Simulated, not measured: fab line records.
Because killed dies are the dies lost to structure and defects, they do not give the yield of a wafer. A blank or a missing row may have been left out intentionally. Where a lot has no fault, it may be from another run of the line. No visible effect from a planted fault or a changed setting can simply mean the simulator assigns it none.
Comparing a struck lot with a sound one    flow nand-harc    15 steps out of a route of 1302
Sound: these wafers, L575.1, L575.4, L575.6. Struck: wafer L568.1. (L568.2, L568.5 of the same lot were not struck and are left out.) The cause comes at the end.
For every step that has rows: the tool of each side, followed by ch and its chambers, followed by its first start. Under that, the readings that differ: sound wafers    struck wafers    difference of the means    sigmas: that difference in standard deviations of wafers without a fault.
alike: same words and numbers on both sides, and readings whose means sit less than 2 such deviations apart. not compared: any withheld reading, any reading some wafer has no value for, any bound like >300 that may hide the same value, and any number with overlapping values for which the record gives no deviation.
The two part at a step that has a row with sigmas, a row that says differs or no value, or rows on one side only. Numbers that have no deviation but don't overlap get no sigmas and don't part them. A reading missing from all wafers of one side parts the sides only when that side holds two or more wafers.

first, 8 steps without rows for these wafers: NHARC_P_M2_HMDS_02 (time 30 s); NHARC_P_M2_COAT_34 (time 65 s); NHARC_P_M2_COAT_03 (resist thk 90 nm); NHARC_P_M2_SOFTBAKE_04 (time 55 s); NHARC_P_M2_EBR_05; NHARC_P_M2_EXPOSE_06 (exposes mask P M2, target cd 170 nm); NHARC_P_M2_PEB_07 (peb time 65 s); NHARC_P_M2_DEVELOP_08 (develop time 35 s).
NHARC_P_M2_CD_MEAS_09: target cd 170 nm.
  sound on cd-sem-01 ch 0, day 14 05:16; struck on cd-sem-03 ch 0, day 11 18:20
  alike: cd-nm
NHARC_P_M2_OVL_MEAS_10: pitch 340 nm.
  sound: overlay-01 at day 14 05:21; struck: overlay-01 at day 11 18:26
reading            sound         struck  difference  sigmas
overlay-y-nm (nm)  0.1 0.0 -0.1  -1.4    -1.4        -2
  alike: overlay-x-nm
NHARC_P_M2_INSPECT_11:
  sound: defect-inspect-02 at day 14 05:23; struck: defect-inspect-02 at day 11 18:28
  alike: raw-defect-count
NHARC_P_M2_DESCUM_14: chemistry O2, time 3 s.
  sound on rie-diel-08 ch 1,2, day 14 05:27; struck on rie-diel-03 ch 3, day 11 18:31
  alike: drypump-motor-current-A, oes-product-au, rf-vpp-V, showerhead-plenum-p-Torr, throttle-valve-pct
  not compared: rf-hours-counter-h
NHARC_P_M2_ETCH_35: etches the open film in N2/H2, target depth 40 nm, overetch 12 nm, time 43.94 s.
  sound on rie-diel-08 ch 1,2, day 14 05:32; struck on rie-diel-03 ch 0, day 11 18:37
reading                sound              struck  difference  sigmas
oes-product-au (a.u.)  1.005 0.997 1.007  0.823   -0.180      -16
  alike: drypump-motor-current-A, rf-fwd-power-W, rf-vpp-V, showerhead-plenum-p-Torr, throttle-valve-pct
  not compared: rf-hours-counter-h
NHARC_P_M2_ETCH_15: etches the open film in C4F8/Ar, target depth 182.5 nm, time 91.2 s.
  sound: rie-diel-08 ch 1,2; struck: rie-diel-03 ch 2
reading                sound              struck  difference  sigmas
oes-product-au (a.u.)  0.970 0.982 0.979  0.921   -0.056      -2
  alike: rf-fwd-power-W, rf-vpp-V
  not compared: rf-hours-counter-h
-- the record jumps here: 18 days lie between the struck wafers' starts before and after (it left off in module P_M2 and takes up again in module END, whose first step shown is number 1302 of the route) --
NHARC_END_SORT_01:
  sound on prober-01 ch 0, day 31 19:02; struck on prober-02 ch 0, day 30 01:40
  alike: defect-limited-yield, killed-at-array, killed-at-other, killed-at-periphery, killed-dies, killed-open, killed-short

WHERE THEY PART
At NHARC_P_M2_OVL_MEAS_10 first; at NHARC_P_M2_ETCH_15 last (within this record only). Later steps at which nothing parts them and some readings are alike: NHARC_END_SORT_01.

WHY: what the simulator had put in
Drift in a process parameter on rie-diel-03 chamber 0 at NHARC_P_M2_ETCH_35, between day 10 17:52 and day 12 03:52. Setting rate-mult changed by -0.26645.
